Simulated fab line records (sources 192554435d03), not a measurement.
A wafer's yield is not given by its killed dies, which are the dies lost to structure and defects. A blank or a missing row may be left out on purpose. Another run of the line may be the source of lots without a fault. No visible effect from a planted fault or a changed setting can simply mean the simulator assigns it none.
Comparing a struck lot with a sound one    flow n5-finfet    37 steps out of a route of 1938
Sound: the wafers L980.1, L980.2, L980.6. Struck: wafers L982.4, L982.5 (left out: L982.1, a lot-mate that was not struck); the cause follows at the end.
At each step with rows: each side's tool, then ch and its chambers, then its first start. Under that, the readings that differ: sound wafers    struck wafers    difference of the means    sigmas: that difference in standard deviations of wafers without a fault.
alike: readings whose means differ by less than 2 such deviations, and words and numbers that are the same on both sides. not compared: withheld readings, readings that some wafer has no value for, bounds like >300 that may hide the same value, and numbers for which the record gives no deviation and whose values overlap.
A row with sigmas, a row that says differs or no value, or rows on one side alone: a step with any of these is where the two part. Numbers that have no deviation but don't overlap get no sigmas and don't part them. A reading missing from all wafers of one side parts the sides only when that side holds two or more wafers.

first, 9 steps without rows for these wafers: N5_BEOL_M4_ANNEAL_95 (time 240 s); N5_BEOL_M4_SPUTTER_96 (material Cu, target thk 4.5 nm, time 8.29 s); N5_BEOL_M4_ECD_50 (material Cu, target thk 300 nm); N5_BEOL_M4_ANNEAL_51 (time 90 s); N5_BEOL_M4_CMP_52 (polishes, stops on SiOC, t overpolish 6.8 s, target thk 40 nm); N5_BEOL_M4_PRE_CLEAN_60 (time 15 s); N5_BEOL_M4_CO_CAP_55 (material Co, precursor CCTBA/H2, target thk 2 nm, time 102.1 s); N5_BEOL_M4_PRE_CLEAN_56 (time 15 s); N5_BEOL_M4_DEP_57 (deposits SiCN from 3MS/NH3, target thk 8 nm, time 14 s).
N5_BEOL_M4_RC_MEAS_101:
  sound on prober-01 ch 0, day 9 20:46; struck on prober-01 ch 0, day 11 02:39
  alike: DIBL_N, DIBL_P, IOFF_N, IOFF_P, ION_N, ION_P, SS_N, SS_P, VT_N, VT_P
then, 24 steps without rows for these wafers: N5_BEOL_M5_ILD_DEP_00 (deposits SiCOH lowk from DEMS/porogen, target thk 140.64 nm, time 25.9 s); N5_BEOL_M5_CURE_79 (cures SiCOH lowk, time 240 s); N5_BEOL_M5_PECVD_70 (deposits SiO2 from TEOS/O2, target thk 16 nm, time 18 s); N5_BEOL_M5_HM_DEP_02 (deposits TiN, target thk 20 nm); N5_BEOL_M5_COAT_59 (time 60 s, resist thk 60 nm); N5_BEOL_M5_COAT_60 (time 60 s, resist thk 12 nm); N5_BEOL_M5_COAT_71 (time 60 s, resist thk 5 nm); N5_BEOL_M5_COAT_05 (resist thk 30 nm); N5_BEOL_M5_EBR_07; N5_BEOL_M5_SOFTBAKE_06 (time 60 s); N5_BEOL_M5_EXPOSE_08 (exposes mask M5, target cd 28 nm); N5_BEOL_M5_PEB_09 (peb time 60 s); N5_BEOL_M5_DEVELOP_10 (develop time 30 s); N5_BEOL_M5_DESCUM_16 (chemistry O2, time 7 s); N5_BEOL_M5_ETCH_72 (etches underlayer in N2/H2, target depth 6.5 nm, time 5.2 s); N5_BEOL_M5_ETCH_61 (etches SiARC in CF4, target depth 15.6 nm, time 26 s); N5_BEOL_M5_ETCH_62 (etches SOC in N2/H2, target depth 75 nm, overetch 15 nm, time 112.5 s); N5_BEOL_M5_STRIP_63 (strips in N2/H2); N5_BEOL_M5_STRIP_73 (strips in N2/H2); N5_BEOL_M5_STRIP_64 (strips in CF4); N5_BEOL_M5_HM_OPEN_17 (chemistry Cl2/BCl3, target TiN, target depth 20 nm, overetch 6 nm); N5_BEOL_M5_STRIP_19 (strips in O2); N5_BEOL_M5_COAT_65 (time 60 s, resist thk 60 nm); N5_BEOL_M5_COAT_66 (time 60 s, resist thk 12 nm).
-- the record jumps here: 2 days lie between the struck wafers' starts before and after (it left off in module BEOL_M5 and takes up again in module BEOL_M10, whose first step shown is number 1524 of the route) --
N5_BEOL_M10_ALD_74: deposits TaN, target thk 2 nm, pulse time 2 s, purge time 3 s.
  sound on ald-metal-03 ch 0,3, day 12 03:08; struck on ald-metal-03 ch 0, day 13 05:26
reading                                   sound                 struck   difference                     sigmas
ald-cycles                                40 40 40              22 22    -18                            
susceptor-temp-C (C)                      275.07 275.05 275.02  - -      no value on the struck wafers  
model.TaN_of_BEOL_M10_ALD_74.thk-nm (nm)  2 2 2                 1.2 1.2  -0.8                           
  alike: heater-power-w
N5_BEOL_M15_RC_MEAS_101:
  sound on prober-02 ch 0, day 14 00:17; struck on prober-02 ch 0, day 14 23:43
reading                  sound                    struck             difference  sigmas
COMB_M10 (S/m)           1.9e-11 1.3e-11 1.8e-11  1.04e-10 1.08e-10  +8.93e-11   +29
COMB_M10_max_site (S/m)  3e-11 1.6e-11 2.5e-11    1.4e-10 1.5e-10    +1.2e-10    +24
COMB_M6 (S/m)            2.6e-11 1.9e-11 2.4e-11  3.8e-11 3.8e-11    +1.5e-11    +3
SERP_M12 (ohm/um)        0.671 0.636 0.673        0.638 0.611        -0.035      -2
SERP_M13 (ohm/um)        0.304 0.294 0.303        0.312 0.312        +0.012      +2
SERP_M9 (ohm/um)         2.93 3.12 2.91           3.12 3.33          +0.24       +2
  alike: COMB_M11, COMB_M12, COMB_M13, COMB_M14, COMB_M15, COMB_M5, COMB_M7, COMB_M8, COMB_M9, SERP_M10, SERP_M11, SERP_M14, SERP_M14_max_site, SERP_M5, SERP_M6, SERP_M7, SERP_M7_max_site, SERP_M8
N5_PASSIVATION_PROBE_49:
  record: rows for the struck wafers here (prober-01, day 15 13:38), none for the sound ones

## WHERE THEY PART
Earliest at N5_BEOL_M10_ALD_74; latest, in this record, at N5_PASSIVATION_PROBE_49.

WHY: what had been put in by the simulator
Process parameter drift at N5_BEOL_M10_ALD_74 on ald-metal-03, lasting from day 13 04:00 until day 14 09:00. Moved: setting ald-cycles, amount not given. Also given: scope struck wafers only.
